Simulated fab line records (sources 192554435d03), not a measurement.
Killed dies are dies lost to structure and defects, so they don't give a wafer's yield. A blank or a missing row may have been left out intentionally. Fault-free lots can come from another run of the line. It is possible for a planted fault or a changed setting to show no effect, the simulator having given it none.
Chamber matching | flow n5_finfet | N5_BEOL_M14_DESCUM_33 on rie_diel-05: 4 sister chambers
The step chemistry O2, time 7.9 s. 22 wafers are shown with their chamber, then 11 later ones without.

## WAFERS, EACH WITH ITS CHAMBER
wafer  | chamber | drypump_motor_current_A (A) | showerhead_plenum_p_Torr (Torr) | throttle_valve_pct (%)
L074.3 | 1       | 6.3                         | 2.15                            | 20.15
L074.4 | 0       | 5.6                         | 2.02                            | 20.25
L074.5 | 0       | 5.6                         | 2.02                            | 20.25
L082.1 | 1       | 6.3                         | 2.14                            | 20.17
L082.3 | 2       | 6.6                         | 2.08                            | 20.48
L082.6 | 0       | 5.6                         | 2.01                            | 20.26
L081.2 | 1       | 6.3                         | 2.14                            | 20.17
L081.3 | 3       | 5.5                         | 2.18                            | 20.62
L081.4 | 2       | 6.6                         | 2.08                            | 20.47
L085.1 | 3       | 5.5                         | 2.18                            | 20.64
L085.4 | 2       | 6.6                         | 2.08                            | 20.48
L085.5 | 2       | 6.6                         | 2.08                            | 20.48
L089.1 | 2       | 6.5                         | 2.07                            | 20.48
L089.2 | 0       | 5.6                         | 2.01                            | 20.29
L089.4 | 3       | 5.5                         | 2.18                            | 20.66
L090.2 | 0       | 5.6                         | 2.01                            | 20.30
L090.3 | 3       | 5.6                         | 2.18                            | 20.64
L090.5 | 1       | 6.3                         | 2.13                            | 20.19
L091.1 | 2       | 6.6                         | 2.07                            | 20.50
L091.3 | 3       | 5.5                         | 2.18                            | 20.65
L091.6 | 0       | 5.6                         | 2.00                            | 20.30
L092.3 | 3       | 5.6                         | 2.18                            | 20.66

SIGNATURES (means of the wafers above)
reading                  | chamber 0 | chamber 1 | chamber 2 | chamber 3 | scatter within a chamber
drypump_motor_current_A  | 5.600     | 6.300     | 6.583     | 5.533     | 0.0347
showerhead_plenum_p_Torr | 2.0117    | 2.1400    | 2.0767    | 2.1800    | 0.00585
throttle_valve_pct       | 20.2750   | 20.1700   | 20.4817   | 20.6450   | 0.0173
Rule: distance of a wafer from a chamber = root of the sum over the readings of ((wafer's reading minus chamber's mean) / reading's scatter) squared. The wafer belongs to the nearest chamber; if the next one is less than 2 further off, it can't be placed. The scatter is the square root of a quotient: the sum, over the shown wafers, of each reading's squared deviation from its chamber's mean, divided by wafers minus chambers.

## WAFERS WITH NO CHAMBER GIVEN
wafer  | drypump_motor_current_A (A) | showerhead_plenum_p_Torr (Torr) | throttle_valve_pct (%)
L092.5 | 6.6                         | 2.07                            | 20.49
L092.6 | 5.6                         | 2.18                            | 20.64
L094.1 | 6.6                         | 2.07                            | 20.50
L094.5 | 6.3                         | 2.13                            | 20.19
L094.6 | 6.6                         | 2.07                            | 20.50
L095.2 | 5.5                         | 2.18                            | 20.66
L095.4 | 6.6                         | 2.07                            | 20.52
L095.6 | 6.2                         | 2.13                            | 20.23
L097.2 | 6.6                         | 2.07                            | 20.52
L097.3 | 6.2                         | 2.13                            | 20.24
L097.5 | 6.6                         | 2.07                            | 20.51

## EACH ONE'S CHAMBER
wafer  | from the rows above | in truth
L092.5 | 2                   | 2
L092.6 | 3                   | 3
L094.1 | 2                   | 2
L094.5 | 1                   | 1
L094.6 | 2                   | 2
L095.2 | 3                   | 3
L095.4 | 2                   | 2
L095.6 | 1                   | 1
L097.2 | 2                   | 2
L097.3 | 1                   | 1
L097.5 | 2                   | 2
Correct placement for 11 of the 11. From these rows, 0 cannot be placed. Number placed wrongly: 0.
